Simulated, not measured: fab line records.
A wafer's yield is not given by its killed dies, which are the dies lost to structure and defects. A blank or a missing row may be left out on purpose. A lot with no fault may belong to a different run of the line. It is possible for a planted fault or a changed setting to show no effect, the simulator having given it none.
Problem report, 8D (eight disciplines) form, completed by code    flow n5_finfet    the parts of the form that need people (team, actions taken, sign-off) are left out

## 1. THE ISSUE
spin_speed_rpm at N5_SD_EPI_N_COAT_32 reads a mean of 1430.8 rpm on 6 wafers of 2 lots; wafers without a fault read 1499.9 rpm with a standard deviation of 1.1. That puts it -63 standard deviations away from the usual mean.
The step: time 60 s, resist thk 350 nm.
Earliest sighting: wafer L375.2 on litho_track-02 at day 7 00:36. Wafers with a number at this step in the record: 27, from 9 lots. The rule behind "out" and "out of limits": a value lying over 4 standard deviations away from the usual mean. The other wafers with a number count as sound.

## 2. WHAT IT IS, AND WHAT IT ISN'T
question                     is                      is not
which readings at this step  spin_speed_rpm          heater_power_total_W
which lots                   L375, L377              L361, L365, L366, L367, L368, L373, L381
which wafers of those lots   all that have a number  -
read on which tools          litho_track-02          litho_track-03, litho_track-05
when                         from day 7 00:36        up to then (18 sound wafers); but 3 sound wafers of L381 came after

## 3. THE SUSPECTS, EACH WITH WHAT RULES IT OUT
Counting: a tool at any process step up to the reading remains a suspect when it ran all the lots that are out and ran no sound lot after the first of those.
- litho_track-02 at N5_SD_EPI_N_COAT_32 (time 60 s, resist thk 350 nm): kept. It processed each lot that is out, first L375 at day 7 00:36, and no sound lot thereafter; up to then, the last sound lot it processed was L373 at day 6 16:53. Out on those wafers are its own readings of spin_speed_rpm.
The count leaves litho_track-02 at N5_SD_EPI_N_COAT_32.

## 4. THE CAUSE (what the simulator had put in)
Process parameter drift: litho_track-02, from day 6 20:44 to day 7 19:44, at N5_SD_EPI_N_COAT_32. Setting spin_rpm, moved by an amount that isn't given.
This tool alone remained once counting was done.

## 5. THE EFFECT CHAIN, in route order
Each row: a reading where the mean over the struck wafers with a number is more than 3 standard deviations away from the usual. Only readings for which the record gives a usual standard deviation are gone through. hours: the time from each lot's start at the first step in this table that gives one to its start at this step, as a median over the lots. sigmas: the change in usual standard deviations.
hours  step                 reading         usual       on struck wafers  change  sigmas
0      N5_SD_EPI_N_COAT_32  spin_speed_rpm  1499.9 rpm  1430.8            -69.1   -63
It contains these process steps:
- N5_SD_EPI_N_COAT_32: time 60 s, resist thk 350 nm.
Later steps that measure or inspect, where all struck wafers having a row at the step show a number for every such reading and not one has moved that far: N5_BEOL_M4_RC_MEAS_101.

## 6. WHAT WOULD HAVE CAUGHT IT SOONER
4 hours passed between the start of the fault at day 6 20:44 and the first reading out of limits in this record, taken at day 7 00:36.
